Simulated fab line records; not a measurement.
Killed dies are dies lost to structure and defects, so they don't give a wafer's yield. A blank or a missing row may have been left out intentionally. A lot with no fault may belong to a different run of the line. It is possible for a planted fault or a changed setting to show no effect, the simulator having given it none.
The tool behind it: which one? -- flow n5_finfet -- 12 lots with 36 wafers sampled at 2 steps, on a route of 1938 steps

WHAT THE GAUGES READ, wafer by wafer
N5_FIN_SAQP_THK_MEAS_07.
lot,measured,on,thk_nm (nm)
L075,day 2 03:32,film_metro-02,58.8 60.2 60.2
L077,day 2 15:52,film_metro-01,59.5 58.1 60.8
L079,day 3 02:47,film_metro-02,59.4 61.3 60.3
L081,day 3 15:31,film_metro-01,58.8 60.1 61.2
L083,day 4 03:58,film_metro-02,60.5 62.1 60.3
L085,day 4 15:05,film_metro-01,59.0 59.8 59.2
L087,day 5 04:29,film_metro-01,59.7 60.2 60.8
L089,day 5 17:05,film_metro-01,59.1 61.1 58.4
L091,day 6 05:13,film_metro-02,60.2 58.9 59.8
L093,day 6 16:43,film_metro-02,60.3 60.8 60.2
L095,day 7 03:05,film_metro-01,59.1 60.2 59.7
L097,day 7 15:20,film_metro-01,58.4 59.5 60.2

TOOL THAT RAN EACH LOT (tool first, then ch and the chambers of the sampled wafers, then the start)
lot,N5_FIN_SAQP_PECVD_06
L075,"pecvd-01 ch 0,1, day 2 03:24"
L077,"pecvd-03 ch 0,1, day 2 15:44"
L079,"pecvd-04 ch 0,1,2, day 3 02:41"
L081,"pecvd-04 ch 1,2, day 3 15:26"
L083,"pecvd-04 ch 0,1,2, day 4 03:53"
L085,"pecvd-04 ch 1,2, day 4 14:59"
L087,"pecvd-01 ch 0, day 5 04:22"
L089,"pecvd-01 ch 0,1, day 5 16:59"
L091,"pecvd-03 ch 0,1,2, day 6 05:10"
L093,"pecvd-01 ch 0,1,2, day 6 16:37"
L095,"pecvd-03 ch 0,1, day 7 03:00"
L097,"pecvd-03 ch 1,2, day 7 15:14"
- N5_FIN_SAQP_PECVD_06: deposits a-Si from SiH4/He, target thk 60 nm, time 48.1 s.

THE ANSWER, worked out from the rows above alone
Rule: the lots themselves supply what counts as usual. The widest of any qualifying gaps counts: lots, ordered by their means at a reading, are off when they make up no more than a third of the lots, leave a main group of 4 or more, and stand apart from it by 3 or more times the standard deviation of that group's means. If all means in a main group match to the digits the tables above print for the reading, that group is not used. Also off: a lot with no number at a reading for which 4 or more lots have one. Where the step has rows for the other lots, those lots are counted as sound.
Nothing can be told from this: no lot is off at any reading shown.

WHAT THE SIMULATOR HAD PUT IN
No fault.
